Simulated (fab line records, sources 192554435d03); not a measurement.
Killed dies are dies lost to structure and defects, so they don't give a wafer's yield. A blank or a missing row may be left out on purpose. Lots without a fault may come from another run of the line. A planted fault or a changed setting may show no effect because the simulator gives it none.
Split-lot experiment | flow n5_finfet | 7 lots, 21 wafers read, on a route of 1938 steps

THE SPLIT
At N5_BEOL_M7_TRENCH_ETCH_37 (etches SiCOH lowk in C4F6/O2, target depth 93.478 nm, time 31.2 s), the setting time_s was moved away from the recipe's 31.2 s on 4 of the 21 wafers read, by -13.0% to +6.2%. The other wafers ran this setting at the recipe's value.

FROM THE SPLIT TO THE READING: what the file shows between them, 11 steps
- N5_BEOL_M7_ETCH_41: etches SiCN in CH3F/O2, target depth 31.9 nm, time 57.8 s
- N5_BEOL_M7_STRIP_80: strips in N2/H2, time 10 s
- N5_BEOL_M7_OCD_MEAS_38
- N5_BEOL_M7_HM_STRIP_39: strips TiN in peroxide tin strip, target depth 25 nm, time 158 s
- N5_BEOL_M7_SRD_40: time 30 s
- N5_BEOL_M7_ECD_50: material Cu, target thk 300 nm
- N5_BEOL_M7_ANNEAL_51: time 90 s
- N5_BEOL_M7_CMP_52: polishes, stops on SiCOH lowk, t overpolish 6.9 s, target thk 80 nm
- N5_BEOL_M7_THK_MEAS_53: measures by xrf
- N5_BEOL_M7_PRE_CLEAN_55: time 15 s
- N5_BEOL_M7_DEP_56: deposits SiCN from 3MS/NH3, target thk 10 nm, time 17.5 s

THE READING
M7_RS, in ohm/sq, at N5_BEOL_M7_RS_MEAS_57 (measures by four-point-probe). Fault-free wafers of this fab line usually give 0.285 ohm/sq, standard deviation 0.0076 ohm/sq.

wafer  | tool, chamber at the split | time_s as run, s | against the recipe | M7_RS, ohm/sq | against lot-mates on the recipe
L080.1 | rie_diel-04, 1             | 31.2             | recipe             | 0.286         | -
L080.3 | rie_diel-04, 0             | 31.2             | recipe             | 0.294         | -
L080.5 | rie_diel-04, 1             | 31.2             | recipe             | 0.294         | -
L083.4 | rie_diel-02, 3             | 31.2             | recipe             | 0.288         | -
L083.5 | rie_diel-02, 3             | 31.2             | recipe             | 0.283         | -
L083.6 | rie_diel-02, 2             | 31.2             | recipe             | 0.275         | -
L086.4 | rie_diel-03, 2             | 31.2             | recipe             | 0.292         | -
L086.5 | rie_diel-03, 0             | 27.32            | -12.4%             | 0.353         | +0.061
L086.6 | rie_diel-03, 1             | 27.32            | -12.4%             | 0.325         | +0.033
L090.2 | rie_diel-04, 2             | 31.2             | recipe             | 0.283         | -
L090.3 | rie_diel-04, 0             | 33.12            | +6.2%              | 0.274         | -0.014
L090.4 | rie_diel-04, 1             | 31.2             | recipe             | 0.294         | -
L093.1 | rie_diel-03, 3             | 31.2             | recipe             | 0.293         | -
L093.2 | rie_diel-03, 2             | 31.2             | recipe             | 0.288         | -
L093.5 | rie_diel-03, 2             | 31.2             | recipe             | 0.282         | -
L096.1 | rie_diel-04, 3             | 31.2             | recipe             | 0.274         | -
L096.2 | rie_diel-04, 0             | 31.2             | recipe             | 0.292         | -
L096.3 | rie_diel-04, 1             | 31.2             | recipe             | 0.293         | -
L097.3 | rie_diel-04, 1             | 27.13            | -13.0%             | 0.369         | +0.080
L097.4 | rie_diel-04, 2             | 31.2             | recipe             | 0.292         | -
L097.5 | rie_diel-04, 1             | 31.2             | recipe             | 0.286         | -

THE FIT
A straight line over all 21 wafers: M7_RS changes by -0.00462 ohm/sq for each +1% of time_s; r = -0.92; the points scatter about the line by 0.0096 ohm/sq.
The same after taking each lot's own level away (the mean of its wafers on the recipe; 21 wafers): -0.00439 ohm/sq for each +1%; r = -0.92; scatter 0.0093 ohm/sq.
On that fit, the largest move of time_s shifts the reading by 0.057 ohm/sq.
The lots' own levels span 0.2820 to 0.2920 ohm/sq, that is 1.3 times the standard deviation above.
So the lot-to-lot level changes the slope little: the two slopes agree.
Check: with one of the wafers moved furthest among these (-13.0%) left out of the fit, the line predicts +0.0475 ohm/sq for it against its lot-mates. It came out at +0.08 ohm/sq against them.

THE WHOLE CHAIN: every reading that the file lists as answering this split, in the file's order
step                      | what it does                                                        | reading                                                                      | change (the file's fit)               | r (the file's)
N5_BEOL_M7_TRENCH_ETCH_37 | etches SiCOH lowk in C4F6/O2, target depth 93.478 nm, time 31.2 s   | etch.depth_nm (the simulator's own value, which no gauge read)               | +0.898 nm for each +1% of the setting | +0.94
N5_BEOL_M7_TRENCH_ETCH_37 | etches SiCOH lowk in C4F6/O2, target depth 93.478 nm, time 31.2 s   | BEOL_M7.feature_depth_nm (the simulator's own value, which no gauge read)    | +0.896 nm for each +1% of the setting | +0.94
N5_BEOL_M7_OCD_MEAS_38    |                                                                     | trench_depth_nm                                                              | +0.91 nm for each +1% of the setting  | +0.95
N5_BEOL_M7_CMP_52         | polishes, stops on SiCOH lowk, t overpolish 6.9 s, target thk 80 nm | Cu_of_BEOL_M7_ECD_50.thk_nm (the simulator's own value, which no gauge read) | +0.9 nm for each +1% of the setting   | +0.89
N5_BEOL_M7_THK_MEAS_53    | measures by xrf                                                     | M7_THK                                                                       | +0.922 for each +1% of the setting    | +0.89
N5_BEOL_M7_RS_MEAS_57     | measures by four-point-probe                                        | M7_RS                                                                        | -0.00473 for each +1% of the setting  | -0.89

THE FILE'S OWN FIT
M7_RS changes by -0.00473 ohm/sq for each +1% of time_s, r = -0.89.
